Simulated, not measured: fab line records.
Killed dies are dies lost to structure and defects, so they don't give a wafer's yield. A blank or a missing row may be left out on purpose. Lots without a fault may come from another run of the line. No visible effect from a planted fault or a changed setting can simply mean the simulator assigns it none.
Matching of chambers + flow nand harc + NHARC_A_ZERO_WELL_DESCUM_12 on rie diel-08 has 4 sister chambers
The step chemistry O2, time 3 s. 4 wafers are shown with their chamber, then 12 later ones without.

== WAFERS PAIRED WITH THEIR CHAMBERS ==
| wafer  | chamber | drypump motor current A (A) |
|--------|---------|-----------------------------|
| L092.1 | 3       | 6.6                         |
| L092.4 | 1       | 6.0                         |
| L093.1 | 2       | 4.7                         |
| L093.6 | 0       | 6.1                         |

== WAFERS WITHOUT THEIR CHAMBER ==
| wafer  | drypump motor current A (A) |
|--------|-----------------------------|
| L094.1 | 4.8                         |
| L094.4 | 6.1                         |
| L094.5 | 4.8                         |
| L095.2 | 6.6                         |
| L095.5 | 4.8                         |
| L095.6 | 6.6                         |
| L096.1 | 6.1                         |
| L096.3 | 4.7                         |
| L096.4 | 6.6                         |
| L097.1 | 6.6                         |
| L097.2 | 6.0                         |
| L097.5 | 6.6                         |

== WHICH CHAMBER EACH WENT THROUGH ==
| wafer  | from the rows above | in truth |
|--------|---------------------|----------|
| L094.1 | 2                   | 2        |
| L094.4 | 0                   | 0        |
| L094.5 | 2                   | 2        |
| L095.2 | 3                   | 3        |
| L095.5 | 2                   | 2        |
| L095.6 | 3                   | 3        |
| L096.1 | 0                   | 0        |
| L096.3 | 2                   | 2        |
| L096.4 | 3                   | 3        |
| L097.1 | 3                   | 3        |
| L097.2 | 1                   | 1        |
| L097.5 | 3                   | 3        |
Correct placement for 12 of the 12. Left unplaced by these rows: 0. Wrongly placed: 0.
How it was worked out, from the rows above alone: a wafer's distance from a chamber is the root of the sum, over the readings, of the square of ((its reading less the chamber's mean) divided by the reading's scatter). If the next closest chamber is less than 2 further off than the closest, the wafer can't be placed; otherwise it belongs to the closest. Each chamber's mean is taken over the wafers shown for it. The scatter: root of mean squared gap, hidden wafer to nearest shown wafer, with one shown wafer a chamber.
